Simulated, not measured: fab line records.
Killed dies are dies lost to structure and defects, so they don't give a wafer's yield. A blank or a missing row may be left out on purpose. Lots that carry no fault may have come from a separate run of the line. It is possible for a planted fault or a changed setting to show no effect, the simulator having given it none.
Matching of chambers + flow n5_finfet + 3 sister chambers for N5_MOL_CONTACT_COAG_CO_FILL_22 on cvd_co-02
The step material Co, precursor CCTBA/H2, target thk 20 nm. 6 wafers are shown with their chamber, then 10 later ones without.

## WAFERS PAIRED WITH THEIR CHAMBERS
| wafer  | chamber | heater_power_w (W) | heater_power_outer_w (W) |
|--------|---------|--------------------|--------------------------|
| L087.5 | 0       | 240                | 126                      |
| L093.1 | 2       | 271                | 140                      |
| L093.5 | 2       | 270                | 143                      |
| L093.6 | 1       | 300                | 147                      |
| L094.2 | 1       | 296                | 146                      |
| L094.3 | 0       | 238                | 125                      |

## WAFERS WITH NO CHAMBER GIVEN
| wafer  | heater_power_w (W) | heater_power_outer_w (W) |
|--------|--------------------|--------------------------|
| L094.4 | 269                | 139                      |
| L095.2 | 238                | 119                      |
| L095.3 | 270                | 140                      |
| L095.5 | 267                | 142                      |
| L096.2 | 239                | 123                      |
| L096.3 | 277                | 142                      |
| L096.4 | 265                | 142                      |
| L097.1 | 266                | 144                      |
| L097.2 | 233                | 119                      |
| L097.4 | 275                | 143                      |

## WHICH CHAMBER EACH ONE RAN IN
| wafer  | from the rows above | in truth |
|--------|---------------------|----------|
| L094.4 | 2                   | 2        |
| L095.2 | 0                   | 0        |
| L095.3 | 2                   | 2        |
| L095.5 | 2                   | 2        |
| L096.2 | 0                   | 0        |
| L096.3 | 2                   | 2        |
| L096.4 | 2                   | 2        |
| L097.1 | 2                   | 2        |
| L097.2 | 0                   | 0        |
| L097.4 | 2                   | 2        |
Placed correctly: 10 of 10. Number that these rows cannot place: 0. Number placed wrongly: 0.
How it was worked out, from the rows above alone: a wafer's distance from a chamber is the root of the sum, over the readings, of the square of ((its reading less the chamber's mean) divided by the reading's scatter). If the next closest chamber is less than 2 further off than the closest, the wafer can't be placed; otherwise it belongs to the closest. Each chamber's mean is taken over the wafers shown for it. How the scatter is found: for the shown wafers, subtract from each reading the mean of its chamber, square and add these, divide the total by (wafers less chambers), then take the root.
